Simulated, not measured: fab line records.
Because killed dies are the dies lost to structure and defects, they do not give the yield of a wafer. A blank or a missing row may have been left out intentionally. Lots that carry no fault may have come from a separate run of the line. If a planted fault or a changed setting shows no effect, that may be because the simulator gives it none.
What tool caused it? + flow n5-finfet + 27 wafers from 10 lots sampled at 6 of the route's 1938 steps

== WHAT THE GAUGES SHOWED, per wafer ==
N5_BEOL_M0_INSPECT_127: inspects for defects (darkfield). Usual: raw-defect-count reads 69 (standard deviation 28).
| lot  | measured     | on                | raw-defect-count | flag |
|------|--------------|-------------------|------------------|------|
| L210 | day 6 04:40  | defect-inspect-02 | 69 74 73         |      |
| L213 | day 6 13:55  | defect-inspect-02 | 52 41 54         |      |
| L215 | day 7 13:47  | defect-inspect-02 | 42 68 62         |      |
| L221 | day 8 22:28  | defect-inspect-01 | 73 79 3599       | OFF  |
| L225 | day 10 01:00 | defect-inspect-01 | 44 3486          | OFF  |
| L224 | day 10 01:22 | defect-inspect-01 | 62 3551          | OFF  |
| L226 | day 10 01:38 | defect-inspect-01 | 68 39            |      |
| L227 | day 10 07:40 | defect-inspect-01 | 75 76 70         |      |
| L228 | day 10 16:10 | defect-inspect-01 | 27 39 90         |      |
| L230 | day 11 01:05 | defect-inspect-02 | 67 36 65         |      |

N5_BEOL_M4_RC_MEAS_101. Usual: DIBL_N 36.0 mV/V, standard deviation 2.2; DIBL_P 36.2 mV/V, standard deviation 2.4; IOFF_N 0.16 nA/um, standard deviation 0.035; IOFF_P 0.21 nA/um, standard deviation 0.037; ION_N 672 uA/um, standard deviation 13; ION_P 461 uA/um, standard deviation 7; SS_N 71.4 mV/dec, standard deviation 0.69; SS_P 73.2 mV/dec, standard deviation 0.75; VT_N 250 mV, standard deviation 3.4; VT_P -251 mV, standard deviation 3.
| lot  | measured     | on        | DIBL_N (mV/V)  | DIBL_P (mV/V)  | IOFF_N (nA/um) | IOFF_P (nA/um) | ION_N (uA/um) | ION_P (uA/um) | SS_N (mV/dec)  | SS_P (mV/dec)  | VT_N (mV)   | VT_P (mV)      | flag |
|------|--------------|-----------|----------------|----------------|----------------|----------------|---------------|---------------|----------------|----------------|-------------|----------------|------|
| L210 | day 9 13:01  | prober-01 | 33.9 35.4 35.7 | 34.2 35.7 36.5 | 0.12 0.16 0.17 | 0.17 0.19 0.21 | 659 677 694   | 451 457 467   | 71.3 71.1 70.8 | 73.7 73.4 73.6 | 252 250 246 | -257 -253 -252 |      |
| L213 | day 9 15:58  | prober-01 | 37.4 36.3 33.0 | 36.8 36.0 32.4 | 0.14 0.13 0.09 | 0.21 0.20 0.15 | 676 670 649   | 465 468 456   | 71.4 71.3 70.2 | 73.0 72.5 72.0 | 254 252 257 | -247 -250 -251 |      |
| L215 | day 10 20:53 | prober-02 | 37.0 36.6 34.1 | 39.5 38.0 35.2 | 0.18 0.17 0.13 | 0.26 0.23 0.19 | 667 674 660   | 465 460 463   | 72.0 71.6 71.6 | 74.1 74.1 72.9 | 252 248 254 | -250 -251 -254 |      |
| L221 | day 12 09:06 | prober-02 | 31.8 35.7      | 33.3 37.8      | 0.11 0.16      | 0.16 0.22      | 651 663       | 452 458       | 70.9 72.4      | 73.1 73.2      | 254 248     | -254 -252      |      |
| L225 | day 13 12:04 | prober-02 | 35.8           | 37.0           | 0.16           | 0.23           | 677           | 463           | 71.8           | 73.0           | 250         | -248           |      |
| L224 | day 13 14:44 | prober-02 | 36.6           | 37.7           | 0.17           | 0.22           | 665           | 464           | 72.0           | 73.7           | 251         | -252           |      |
| L226 | day 13 15:56 | prober-02 | 34.0 34.9      | 34.4 34.8      | 0.13 0.14      | 0.17 0.18      | 664 663       | 454 455       | 71.3 72.2      | 72.1 72.4      | 252 252     | -252 -253      |      |
| L227 | day 13 14:39 | prober-01 | 36.3 32.1 32.0 | 34.9 30.5 30.6 | 0.13 0.09 0.09 | 0.19 0.14 0.14 | 659 651 647   | 452 450 452   | 71.5 69.7 69.8 | 73.4 72.0 71.9 | 252 258 259 | -250 -256 -254 |      |
| L228 | day 13 16:46 | prober-01 | 40.9 38.3 38.9 | 41.1 37.2 38.2 | 0.26 0.18 0.20 | 0.30 0.23 0.24 | 700 689 691   | 476 466 462   | 72.6 71.8 71.8 | 75.2 73.6 74.7 | 243 249 249 | -247 -251 -249 |      |
| L230 | day 14 04:13 | prober-01 | 36.3 36.5 39.1 | 35.8 36.5 39.1 | 0.16 0.16 0.21 | 0.18 0.19 0.23 | 681 684 696   | 460 460 462   | 71.5 71.9 71.9 | 72.7 73.1 73.3 | 248 253 245 | -254 -252 -251 |      |

== WHICH TOOL RAN EACH LOT (tool, then ch and the chambers of the sampled wafers, then the start) ==
| lot  | N5_BEOL_M0_ETCH_109                | N5_BEOL_M0_ANNEAL_133        | N5_BEOL_M0_CMP_120            | N5_BEOL_M0_PRE_CLEAN_131         |
|------|------------------------------------|------------------------------|-------------------------------|----------------------------------|
| L210 | rie-diel-06 ch 1,3, day 6 01:51    | pvd-sputter-03, day 6 03:17  | cmp-02 ch 0,1,2, day 6 04:02  | cvd-co-02 ch 0,2, day 6 04:22    |
| L213 | rie-diel-04 ch 1,2,3, day 6 11:13  | pvd-sputter-02, day 6 12:36  | cmp-04 ch 0,2,3, day 6 13:17  | cvd-co-02 ch 0,2, day 6 13:37    |
| L215 | rie-diel-06 ch 2,3, day 7 09:45    | pvd-sputter-01, day 7 12:31  | cmp-02 ch 1,3, day 7 13:13    | cvd-co-01 ch 1,2, day 7 13:31    |
| L221 | rie-diel-03 ch 0,3, day 8 18:07    | pvd-sputter-03, day 8 21:12  | cmp-02 ch 0,3, day 8 21:52    | cvd-co-02 ch 1,2, day 8 22:12    |
| L225 | rie-diel-04 ch 2,3, day 9 21:57    | pvd-sputter-02, day 9 23:12  | cmp-02 ch 1,2, day 10 00:32   | cvd-co-02 ch 0,2, day 10 00:46   |
| L224 | rie-diel-04 ch 0,1, day 9 23:07    | pvd-sputter-02, day 10 00:01 | cmp-02 ch 1,2, day 10 00:56   | cvd-co-01 ch 0,1, day 10 01:08   |
| L226 | rie-diel-03 ch 2,3, day 9 23:19    | pvd-sputter-01, day 10 00:23 | cmp-04 ch 0,1, day 10 01:08   | cvd-co-01 ch 0, day 10 01:23     |
| L227 | rie-diel-04 ch 0,3, day 10 04:42   | pvd-sputter-02, day 10 06:26 | cmp-03 ch 1,2, day 10 07:08   | cvd-co-01 ch 0,2, day 10 07:25   |
| L228 | rie-diel-04 ch 0,1,2, day 10 12:19 | pvd-sputter-01, day 10 14:52 | cmp-04 ch 0,1,3, day 10 15:38 | cvd-co-02 ch 0,1,2, day 10 15:55 |
| L230 | rie-diel-04 ch 0,1,3, day 10 22:37 | pvd-sputter-01, day 10 23:45 | cmp-04 ch 2,3, day 11 00:31   | cvd-co-01 ch 0,1,2, day 11 00:50 |
- N5_BEOL_M0_ETCH_109: etches SiCN in CH3F/O2, target depth 8 nm, overetch 2.4 nm, time 27.4 s.
- N5_BEOL_M0_ANNEAL_133: time 60 s.
- N5_BEOL_M0_CMP_120: polishes, stops on SiOC, t overpolish 6.9 s.
- N5_BEOL_M0_PRE_CLEAN_131: time 15 s.

== AS READ BY THE TOOLS THEMSELVES (means over the sampled wafers that have a number; for cases with no such wafer, the mark the record gives instead) ==
N5_BEOL_M0_ETCH_109. Usual: drypump-motor-current-A 5.6 A, standard deviation 0.55; oes-product-au 0.68 a.u., standard deviation 0.078; rf-vpp-V 297.4 V, standard deviation 1.7; showerhead-plenum-p-Torr 2.01 Torr, standard deviation 0.077; throttle-valve-pct 16.33 %, standard deviation 0.23.
| lot  | tool        | drypump-motor-current-A (A) | oes-product-au (a.u.) | rf-vpp-V (V) | showerhead-plenum-p-Torr (Torr) | throttle-valve-pct (%) | flag |
|------|-------------|-----------------------------|-----------------------|--------------|---------------------------------|------------------------|------|
| L210 | rie-diel-06 | 5.6                         | 0.82                  | 298.9        | 2.14                            | 16.22                  |      |
| L213 | rie-diel-04 | 6.1                         | 0.63                  | 297.0        | 1.97                            | 16.34                  |      |
| L215 | rie-diel-06 | 5.1                         | 0.74                  | 300.0        | 2.12                            | 16.49                  |      |
| L221 | rie-diel-03 | 5.3                         | 0.68                  | 298.0        | 2.04                            | 16.29                  |      |
| L225 | rie-diel-04 | 6.3                         | 0.59                  | 297.4        | 1.99                            | 16.56                  |      |
| L224 | rie-diel-04 | 5.3                         | 0.68                  | 296.2        | 1.92                            | 16.21                  |      |
| L226 | rie-diel-03 | 5.7                         | 0.70                  | 296.7        | 1.94                            | 16.27                  |      |
| L227 | rie-diel-04 | 5.5                         | 0.63                  | 297.0        | 1.98                            | 16.35                  |      |
| L228 | rie-diel-04 | 5.8                         | 0.63                  | 296.2        | 1.94                            | 16.44                  |      |
| L230 | rie-diel-04 | 5.5                         | 0.63                  | 295.9        | 1.95                            | 16.27                  |      |

N5_BEOL_M0_ANNEAL_133. Usual: heater-power-w reads 844 W (standard deviation 55).
| lot  | tool           | heater-power-w (W) | flag |
|------|----------------|--------------------|------|
| L210 | pvd-sputter-03 | 884                |      |
| L213 | pvd-sputter-02 | 839                |      |
| L215 | pvd-sputter-01 | 838                |      |
| L221 | pvd-sputter-03 | 878                |      |
| L225 | pvd-sputter-02 | 878                |      |
| L224 | pvd-sputter-02 | 808                |      |
| L226 | pvd-sputter-01 | 818                |      |
| L227 | pvd-sputter-02 | 879                |      |
| L228 | pvd-sputter-01 | 796                |      |
| L230 | pvd-sputter-01 | 824                |      |

N5_BEOL_M0_CMP_120. Usual: barrier-field-endpoint-s 3.60 s, standard deviation 0.12; clearing-platen-down-force-psi 1.500 psi, standard deviation 0.0031; motor-current-A 5.8 A, standard deviation 0.53; overpolish-run-s 6.900 s, standard deviation 0.0085; time-to-endpoint-s 60.6 s, standard deviation 2.5.
| lot  | tool   | barrier-field-endpoint-s (s) | clearing-platen-down-force-psi (psi) | motor-current-A (A) | overpolish-run-s (s) | time-to-endpoint-s (s) | flag |
|------|--------|------------------------------|--------------------------------------|---------------------|----------------------|------------------------|------|
| L210 | cmp-02 | 3.52                         | 1.504                                | 5.7                 | 6.896                | 60.0                   |      |
| L213 | cmp-04 | 3.52                         | 1.501                                | 6.3                 | 6.901                | 57.0                   |      |
| L215 | cmp-02 | 3.49                         | 1.501                                | 5.7                 | 6.907                | 60.9                   |      |
| L221 | cmp-02 | 5.22                         | 1.499                                | 5.5                 | 6.902                | 69.2                   | OFF  |
| L225 | cmp-02 | 5.28                         | 1.500                                | 5.9                 | 6.892                | 71.8                   | OFF  |
| L224 | cmp-02 | 5.49                         | 1.500                                | 6.0                 | 6.902                | 72.5                   | OFF  |
| L226 | cmp-04 | 3.46                         | 1.498                                | 6.4                 | 6.899                | 60.2                   |      |
| L227 | cmp-03 | 3.79                         | 1.498                                | 5.6                 | 6.905                | 62.0                   |      |
| L228 | cmp-04 | 3.64                         | 1.500                                | 6.4                 | 6.898                | 58.9                   |      |
| L230 | cmp-04 | 3.69                         | 1.495                                | 6.1                 | 6.897                | 61.4                   |      |

N5_BEOL_M0_PRE_CLEAN_131. Usual: heater-power-outer-w 29 W, standard deviation 13; heater-power-w 96 W, standard deviation 19.
| lot  | tool      | heater-power-outer-w (W) | heater-power-w (W) | flag |
|------|-----------|--------------------------|--------------------|------|
| L210 | cvd-co-02 | 21                       | 91                 |      |
| L213 | cvd-co-02 | 22                       | 92                 |      |
| L215 | cvd-co-01 | 30                       | 91                 |      |
| L221 | cvd-co-02 | 18                       | 78                 |      |
| L225 | cvd-co-02 | 22                       | 90                 |      |
| L224 | cvd-co-01 | 45                       | 118                |      |
| L226 | cvd-co-01 | 39                       | 114                |      |
| L227 | cvd-co-01 | 26                       | 89                 |      |
| L228 | cvd-co-02 | 18                       | 85                 |      |
| L230 | cvd-co-01 | 36                       | 106                |      |

== THE ANSWER, worked out from the rows above alone ==
Rule: a lot counts as off when the mean over its wafers that have a number is more than 3 standard deviations away from the usual mean. A lot without any number at a reading at which 4 lots or more have one is off too. Any other lot the step has rows for is counted as sound. Order of review: gauges by route order, followed by the tools' own readings, for which a lot's mean as printed above is used. The first step at which some lot is off is used, and at that step the reading that is off furthest; a lot without a number counts as furthest.
Off: L221, L225, L224 (N5_BEOL_M0_INSPECT_127, raw-defect-count).
A tool fits if, at a process step before that reading, it ran every lot that is off, and no sound lot after the first of them. Not tried: the gauges at N5_BEOL_M0_INSPECT_127; whatever is off there is also off at N5_BEOL_M0_CMP_120, on other tools, and gauge error can't account for it. One fits: cmp-02 at N5_BEOL_M0_CMP_120. Its last sound lot is L215 (day 7 13:13), its first lot that is off L221 (day 8 21:52): a fault that began between those two fits.
The tool's own readings at N5_BEOL_M0_CMP_120 bear it out: on the lots that are off they differ by more than 5 times the standard deviation of the sound lots' means. barrier-field-endpoint-s reads 5.33 s there against 3.59 s on the sound lots; time-to-endpoint-s reads 71.2 s there against 60.1 s on the sound lots.

== WHAT THE SIMULATOR PUT IN ==
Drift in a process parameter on cmp-02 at N5_BEOL_M0_CMP_120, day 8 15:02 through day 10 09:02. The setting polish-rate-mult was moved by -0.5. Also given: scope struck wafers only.
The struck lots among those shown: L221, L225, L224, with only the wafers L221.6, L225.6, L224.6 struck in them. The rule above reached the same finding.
